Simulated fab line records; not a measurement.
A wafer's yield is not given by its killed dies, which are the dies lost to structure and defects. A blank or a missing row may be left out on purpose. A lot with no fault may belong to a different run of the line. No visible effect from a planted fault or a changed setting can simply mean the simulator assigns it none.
fab line records | flow nand-harc
[record] lots = 12 wafers = 36 last-day = 24
route steps=1159 shown A_STAIRCASE@734 A_SGD_CUT@762 END@1159
lots that met no fault: taken from a fault-free run of the same line
start-h: the number of hours between the record's first day and the start of the first shown wafer of the lot | wait-h: time in hours since the lot's previous step | " repeats the value in the row above | L1.1+2: a single row standing in for several wafers | - no value present, or no start provided | * or withheld: withheld | < > ~ a bound
route shown NAME@n: a module of which the file shows steps, and the number in the route of the first | usual: mean and standard deviation over wafers with no fault | same: alike in all rows | chamber/n: place in a boat | sites: the reading at each site | _std_site: how widely they spread, as a standard deviation | _edge_site: the outer-site mean with the inner-site mean subtracted | radius-mm: how far each site lies from the wafer's centre | mask NAME#n: copy n | behind: tool/chamber where the wafer was last shaped | hold: why the lot went on hold/how many hours it stayed there/how the hold came to an end | device: whichever transistor did not switch (one of n, p or np) | end of line: the route-end tests of the same wafers | step lacking rows: just its recipe | killed: at the first sort, the dies lost to defects and structure; wafer yield is something else | map: a wafer's dies, x killed, . not, _ none there
set.NAME: the setting the step ran with; set.NAME@STEP: the setting that earlier step ran with | model.NAME: the simulator's own value behind a step, which no gauge read
the route's steps for a sample of lots (tables are steps, rows are wafers)
services: from which hour (start-h, from the record's first day; less than 0 if before it) a tool's chamber was out of use, for how many hours, and why
[[steps]]
[step NHARC_A_STAIRCASE_CMP_152]
[usual] motor-current-A = 12.2/1.1
// columns lot.wafer tool chamber start-h wait-h motor-current-A
L468.2 cmp-02 0 312.42 0.1 12.7
L468.1 " 1 " " 12.3
L468.4 " 2 " " 11.6
L469.1 cmp-03 1 312.96 0.1 13.5
L469.4 " 2 " " 12.9
L469.6 " 3 " " 11.9
L471.4 cmp-02 1 318.22 0.1 12.0
L471.5 " 3 " " 10.6
L471.6 " 0 " " 12.3
L470.1 cmp-01 2 325.02 0.1 12.2
L470.4 " 0 " " 11.2
L470.6 " 2 " " 12.8
L474.3 cmp-02 2 335.00 0.1 11.5
L474.4 " 1 " " 12.4
L474.6 " 3 " " 10.5
L477.3 cmp-01 3 347.76 0.1 13.3
L477.4 " 0 " " 10.3
L477.5 " 2 " " 12.7
L476.1 cmp-02 0 352.12 0.1 12.7
L476.6 " 3 " " 10.2
L476.5 " 0 " " 12.6
L478.4 cmp-02 2 366.51 0.1 12.3
L478.1 " 1 " " 11.8
L478.5 " 3 " " 10.1
L479.4 cmp-01 0 366.78 0.1 10.4
L479.2 " 3 " " 13.2
L479.6 " 1 " " 12.8
L483.4 cmp-03 0 399.02 0.1 11.6
L483.1 " 1 " " 12.4
L483.5 " 2 " " 13.0
L482.2 cmp-02 2 414.76 0.1 11.9
L482.4 " 3 " " 10.3
L482.5 " 1 " " 11.8
L489.4 cmp-01 2 432.58 0.1 12.7
L489.3 " 3 " " 13.9
L489.6 " 2 " " 13.1
[step NHARC_A_STAIRCASE_ETCHBACK_422]
[recipe] target-depth-a = 400 over-etch-frac = 0.3 time-s = 74.286 ion-energy-ev = 120 ch3f-flow-sccm = 50 o2-flow-sccm = 30 ar-flow-sccm = 200 rf-w = 500 bias-w = 100 chemistry = CH3F/O2
[usual] drypump-motor-current-A = 5.9/0.52 oes-product-au = 0.97/0.035 rf-vpp-V = 244.2/1.4 showerhead-plenum-p-Torr = 2.45/0.081 throttle-valve-pct = 20.664/0.0087
// columns lot.wafer tool chamber start-h wait-h drypump-motor-current-A oes-product-au rf-hours-counter-h rf-vpp-V showerhead-plenum-p-Torr throttle-valve-pct
L468.2 rie-diel-07 0 312.86 0.1 6.6 0.93 30 241.5 2.36 20.663
L468.1 " 2 " " 5.8 0.94 30 245.1 2.56 20.675
L468.4 " 2 " " 5.8 0.94 - 245.6 2.56 20.665
L469.1 rie-diel-06 0 313.41 0.1 5.6 1.01 26 240.3 2.29 20.669
L469.4 " 2 " " 5.0 1.01 26 245.0 2.51 20.682
L469.6 " 3 " " 6.1 0.92 - 246.1 2.49 20.662
L471.4 rie-diel-07 0 318.68 0.2 6.5 0.98 34 243.0 2.36 20.654
L471.5 " 3 " " 6.4 0.98 - 246.7 2.50 20.663
L471.6 " 0 " " 6.5 0.98 - 243.3 2.36 20.679
L470.4 rie-diel-07 2 325.48 0.1 5.7 0.96 35 246.8 2.56 20.652
L470.1 " 0 " " 6.6 0.95 37 242.4 2.35 20.671
L470.6 " 3 " " 6.3 0.95 - 243.8 2.50 20.663
L474.3 rie-diel-06 3 335.50 0.2 6.1 1.00 24 245.3 2.49 20.656
L474.4 " 2 " " 5.0 1.01 - 243.6 2.51 20.666
L474.6 " 3 " " 6.1 1.00 - 244.4 2.49 20.665
L477.4 rie-diel-09 2 348.26 0.1 6.2 1.00 27 245.5 2.50 20.664
L477.3 " 1 " " 5.8 1.00 29 245.2 2.49 20.652
L477.5 " 3 " " 6.3 1.00 - 244.9 2.49 20.636
L476.1 rie-diel-09 1 352.61 0.2 5.8 0.99 31 244.4 2.49 20.653
L476.6 " 3 " " 6.3 0.99 - 245.5 2.49 20.665
L476.5 " 0 " " 4.8 1.00 - 245.7 2.44 20.675
L478.1 rie-diel-09 2 367.06 0.2 6.2 0.99 36 244.1 2.50 20.662
L478.4 " 2 " " 6.2 1.01 - 245.4 2.50 20.671
L478.5 " 1 " " 5.8 0.99 - 244.6 2.49 20.671
L479.2 rie-diel-09 2 367.26 0.1 6.2 0.92 36 245.1 2.50 20.663
L479.4 " 2 " " 6.2 0.92 - 245.6 2.50 20.661
L479.6 " 0 " " 4.8 0.92 - 244.3 2.44 20.667
L483.1 rie-diel-06 0 399.49 0.2 5.6 0.98 41 241.1 2.28 20.666
L483.4 " 1 " " 6.0 0.91 62 242.7 2.37 20.660
L483.5 " 2 " " 5.0 0.93 - 245.3 2.50 20.656
L482.2 rie-diel-07 2 415.21 0.1 5.7 0.99 0 246.3 2.55 20.650
L482.4 " 3 " " 6.4 1.01 0 243.7 2.49 20.665
L482.5 " 2 " " 5.7 0.99 - 244.1 2.55 20.676
L489.3 rie-diel-07 0 433.10 0.2 6.5 0.99 7 243.3 2.34 20.657
L489.6 " 2 " " 5.8 1.00 - 243.1 2.54 20.653
L489.4 " 3 " " 6.4 1.02 - 244.1 2.49 20.661
[step NHARC_A_SGD_CUT_ETCH_58]
[recipe] target-depth-a = 390 over-etch-frac = 0.3 time-s = 65 ion-energy-ev = 80 cf4-flow-sccm = 150 ar-flow-sccm = 0 rf-w = 300 bias-w = 100 chemistry = CF4
[usual] drypump-motor-current-A = 5.8/0.47 oes-product-au = 1.005/0.0094 rf-vpp-V = 151.0/1.4 run-length-s = 86.3/0.41 showerhead-plenum-p-Torr = 1.75/0.077 throttle-valve-pct = 13.283/0.01
// columns lot.wafer tool chamber start-h wait-h drypump-motor-current-A oes-product-au rf-hours-counter-h rf-vpp-V run-length-s showerhead-plenum-p-Torr throttle-valve-pct
L468.2 rie-diel-12 0 315.20 0.1 6.7 1.004 11 149.7 86.1 1.68 13.285
L468.4 " 1 " " 6.4 1.007 11 150.4 86.4 1.72 13.284
L468.1 " 3 " " 5.4 1.009 11 148.6 86.5 1.66 13.283
L469.1 rie-diel-05 0 316.06 0.1 5.5 1.003 8 152.2 87.1 1.86 13.286
L469.4 " 0 " " 5.5 1.012 - 152.9 86.4 1.86 13.275
L469.6 " 2 " " 5.8 1.001 - 151.0 85.4 1.70 13.294
L471.4 rie-diel-02 0 321.00 0.1 5.7 1.000 15 149.6 86.3 1.66 13.282
L471.5 " 2 " " 5.8 0.982 - 152.2 87.0 1.78 13.253
L471.6 " 3 " " 5.7 0.994 - 151.8 86.2 1.84 13.285
L470.4 rie-diel-05 3 327.82 0.1 6.4 1.001 10 150.1 85.8 1.66 13.282
L470.1 " 0 " " 5.5 1.013 9 153.7 86.5 1.86 13.292
L470.6 " 2 " " 5.8 1.007 - 149.4 86.1 1.70 13.288
L474.3 rie-diel-02 1 337.87 0.1 5.8 1.015 0 153.7 86.6 1.84 13.288
L474.4 " 2 " " 5.8 0.986 0 152.6 86.8 1.78 13.279
L474.6 " 0 " " 5.7 0.992 - 149.3 86.7 1.66 13.269
L477.3 rie-diel-02 2 350.79 0.1 5.9 0.988 2 152.8 86.7 1.78 13.275
L477.4 " 3 " " 5.7 1.002 2 150.9 86.4 1.84 13.273
L477.5 " 3 " " 5.7 1.015 - 152.9 86.5 1.84 13.297
L476.1 rie-diel-05 1 354.78 0.1 5.6 1.017 0 150.2 85.6 1.74 13.281
L476.5 " 1 " " 5.6 1.011 - 151.2 86.2 1.74 13.280
L476.6 " 2 " " 5.8 1.009 - 150.2 85.6 1.70 13.289
L478.1 rie-diel-02 2 369.42 0.1 5.8 0.978 3 150.7 87.2 1.78 13.287
L478.4 " 3 " " 5.7 0.997 3 151.4 86.1 1.84 13.281
L478.5 " 2 " " 5.8 0.985 - 151.9 86.8 1.78 13.299
L479.4 rie-diel-12 3 369.49 0.1 5.4 1.025 17 149.5 86.5 1.66 13.267
L479.2 " 1 " " 6.4 1.018 18 149.0 86.7 1.72 13.285
L479.6 " 3 " " 5.4 1.011 - 149.0 86.8 1.66 13.281
L483.4 rie-diel-05 0 401.81 0.1 5.5 1.003 4 151.5 86.3 1.86 13.278
L483.1 " 1 " " 5.6 1.008 4 151.7 85.6 1.74 13.284
L483.5 " 3 " " 6.4 1.003 - 150.8 86.2 1.66 13.278
L482.4 rie-diel-05 2 417.43 0.1 5.8 0.995 3 150.5 85.6 1.70 13.292
L482.2 " 1 " " 5.6 1.004 5 151.4 85.5 1.74 13.293
L482.5 " 2 " " 5.8 1.006 - 149.7 85.5 1.70 13.278
L489.4 rie-diel-12 0 435.76 0.1 6.7 1.003 7 151.3 86.7 1.67 13.282
L489.3 " 1 " " 6.4 1.013 6 152.1 86.5 1.72 13.270
L489.6 " 2 " " 4.8 0.990 - 152.1 86.4 1.84 13.292
[step NHARC_A_SGD_CUT_ETCH_16]
[recipe] target-depth-a = 3105 time-s = 155.2 c4f8-flow-sccm = withheld o2-flow-sccm = 8 ar-flow-sccm = withheld rf-w = 600 bias-w = 800 chemistry = C4F8/O2/Ar
[usual] oes-product-au = 0.980/0.013 rf-vpp-V = 722/4.7 run-length-s = 176.5/0.44
// columns lot.wafer tool chamber start-h wait-h oes-product-au rf-hours-counter-h rf-vpp-V run-length-s
L468.2 rie-diel-12 2 315.69 - 0.995 11 727 176.8
L468.1 " 3 " " 0.986 11 717 176.8
L468.4 " 0 " " 0.985 12 716 176.3
L469.1 rie-diel-05 0 316.64 - 0.991 9 729 177.1
L469.4 " 0 " " 0.985 - 729 176.8
L469.6 " 2 " " 0.986 - 720 176.4
L471.4 rie-diel-02 2 321.51 - 0.972 15 724 177.3
L471.5 " 3 " " 0.973 - 727 176.2
L471.6 " 0 " " 0.975 - 717 176.7
L470.1 rie-diel-05 3 328.30 - 0.990 10 717 176.2
L470.4 " 1 " " 0.974 8 721 176.2
L470.6 " 3 " " 0.970 - 716 176.5
L474.3 rie-diel-02 1 338.35 - 1.000 0 727 176.4
L474.4 " 2 " " 0.963 0 723 177.5
L474.6 " 1 " " 1.001 - 727 176.9
L477.3 rie-diel-02 2 351.29 - 0.976 2 723 177.1
L477.4 " 3 " " 0.981 2 728 176.8
L477.5 " 1 " " 0.994 - 726 176.5
L476.1 rie-diel-05 3 355.29 - 0.972 1 716 176.5
L476.6 " 1 " " 0.994 - 722 175.8
L476.5 " 2 " " 0.983 - 717 176.1
L478.1 rie-diel-02 2 369.90 - 0.973 3 724 177.0
L478.4 " 0 " " 0.971 2 717 176.8
L478.5 " 3 " " 0.990 - 727 176.7
L479.4 rie-diel-12 1 370.00 - 0.997 18 721 177.1
L479.2 " 2 " " 0.983 18 729 177.1
L479.6 " 0 " " 0.975 - 717 176.3
L483.1 rie-diel-05 1 402.29 - 0.980 4 721 164.0
L483.4 " 0 " " 0.976 4 729 164.7
L483.5 " 1 " " 0.985 - 724 164.7
L482.2 rie-diel-05 3 417.92 - 0.959 5 717 164.2
L482.4 " 0 " " 0.974 6 727 165.0
L482.5 " 0 " " 0.970 - 728 164.8
L489.4 rie-diel-12 2 436.26 - 0.971 5 729 176.5
L489.3 " 3 " " 0.998 6 716 176.4
L489.6 " 1 " " 0.985 - 719 176.8
[step NHARC_END_SORT_01]
[recipe] temp-c = 25
[usual] killed-at-array = 26/11 killed-at-other = 0.6/1 killed-at-periphery = 3.1/2.1 killed-dies = 30/11 killed-open = 3.4/1.8 killed-short = 2.1/1.5
[same] gross-dies = 677
// columns lot.wafer tool chamber start-h wait-h killed-at-array killed-at-other killed-at-periphery killed-dies killed-open killed-short
L483.1 prober-01 0 527.36 2.4 264 0 3 267 2 1
L483.4 prober-01 0 529.79 3.4 272 0 3 275 4 2
L483.5 prober-01 0 530.60 3.7 281 0 5 286 4 0
L482.2 prober-01 0 539.82 2.8 297 0 0 297 4 2
L482.4 prober-01 0 541.42 3.4 279 0 1 280 1 1
L482.5 prober-01 0 542.21 3.7 258 2 0 260 1 4
// killed by level:class
L483.1 A_SGD_CUT:area-etch=234 A_SLIT:chamber-film-flake=14 A_CHANNEL_HOLE_D1:chamber-film-flake=5 A_STAIRCASE:chamber-film-flake=4 A_ZERO_WELL:chamber-film-flake=3 A_CONTACT:chamber-film-flake=2 P_CONTACT:geometric-particle:short=1 A_CONTACT:geometric-particle:open=1
L483.4 A_SGD_CUT:area-etch=239 A_SLIT:chamber-film-flake=17 A_CHANNEL_HOLE_D1:chamber-film-flake=7 A_STAIRCASE:chamber-film-flake=2 A_CONTACT:chamber-film-flake=2 P_GATE:geometric-particle:open=1 P_CONTACT:geometric-particle:short=1 A_ONON_D1:geometric-particle:open=1
L483.5 A_SGD_CUT:area-etch=253 A_SLIT:chamber-film-flake=15 A_CHANNEL_HOLE_D1:chamber-film-flake=7 P_GATE:chamber-film-flake=4 A_M0:geometric-particle:open=2 A_ZERO_WELL:chamber-film-flake=2 P_CONTACT:geometric-particle:open=1 A_CONTACT:geometric-particle:open=1
L482.2 A_SGD_CUT:area-etch=283 A_CHANNEL_HOLE_D1:chamber-film-flake=4 A_STAIRCASE:chamber-film-flake=3 A_SGD_CUT:geometric-particle:open=1 A_SGD_CUT:geometric-particle:short=1 A_WL_FILL:geometric-particle:short=1 A_CONTACT:geometric-particle:open=1 A_BLC:geometric-particle:open=1
L482.4 A_SGD_CUT:area-etch=263 A_CHANNEL_HOLE_D1:chamber-film-flake=7 A_STAIRCASE:chamber-film-flake=7 P_CONTACT:geometric-particle:short=1 A_M0:geometric-particle:open=1 A_WL_FILL:chamber-film-flake=1
L482.5 A_SGD_CUT:area-etch=243 A_CHANNEL_HOLE_D1:chamber-film-flake=8 A_CHANNEL_FILL_D1:geometric-particle:short=1 A_CONTACT:geometric-particle:short=1 A_M0:geometric-particle:open=1 A_M1:geometric-particle:short=1 STARTING-WAFER:geometric-particle:short=1 A_ZERO_WELL:chamber-film-flake=1
[[services]]
// columns tool chamber start-h hours kind
rie-diel-05 3 292.27 8.1 repair
cmp-02 - 294.83 0.6 repair
rie-diel-02 0 296.70 3.3 repair
rie-diel-02 - 307.60 0.6 repair
rie-diel-07 1 310.76 2.2 repair
rie-diel-05 - 312.12 0.9 repair
rie-diel-05 1 315.11 4.8 repair
cmp-02 - 324.50 4.0 pm
rie-diel-02 - 327.70 9.0 pm
rie-diel-07 2 340.48 15.5 repair
rie-diel-05 - 340.60 9.0 pm
rie-diel-02 0 342.03 2.9 repair
cmp-02 - 359.44 0.9 repair
rie-diel-07 0 369.47 11.3 repair
rie-diel-07 - 372.31 0.6 repair
rie-diel-12 3 372.74 3.8 repair
rie-diel-02 3 373.45 8.2 repair
rie-diel-12 - 379.40 9.0 pm
rie-diel-12 2 395.12 2.0 repair
rie-diel-07 - 405.36 9.0 pm
rie-diel-05 2 408.12 7.7 repair
cmp-02 - 412.07 1.5 repair
cmp-02 - 422.50 4.0 pm
cmp-02 - 427.14 0.9 repair
[[key]]
[first-sign] step = NHARC_A_SGD_CUT_ETCH_16 reading = run-length-s direction = down sigmas = 27 usual = * struck = *
[effect] step = NHARC_END_SORT_01 reading = killed-at-array direction = up sigmas = 23 usual = 26 struck = 275
[more-kills-born-at] NHARC_A_SGD_CUT_ETCH_16@rie-diel-05 = 1515
met-at NHARC_A_SGD_CUT_ETCH_16
struck-lots L482,L483
tester-left-out L482,L483
not-acting-at NHARC_A_STAIRCASE_CMP_152,NHARC_A_STAIRCASE_ETCHBACK_422,NHARC_A_SGD_CUT_ETCH_58
onset-between 355.29 402.29
[fault] kind = process-parameter-drift tool = rie-diel-05 chamber = - onset-h = 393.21 steps = NHARC_A_SGD_CUT_ETCH_16 channel = time-s offset = * shape = step end-h = 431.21 acts-in = * stated = *
// tester-left-out: of these lots the tester's yield and bins aren't shown, on N5 and GAA mostly nor the transistor test; their killed dies are dies lost to structure and defects alone, not to doping, threshold or leakage, so they don't give the yield
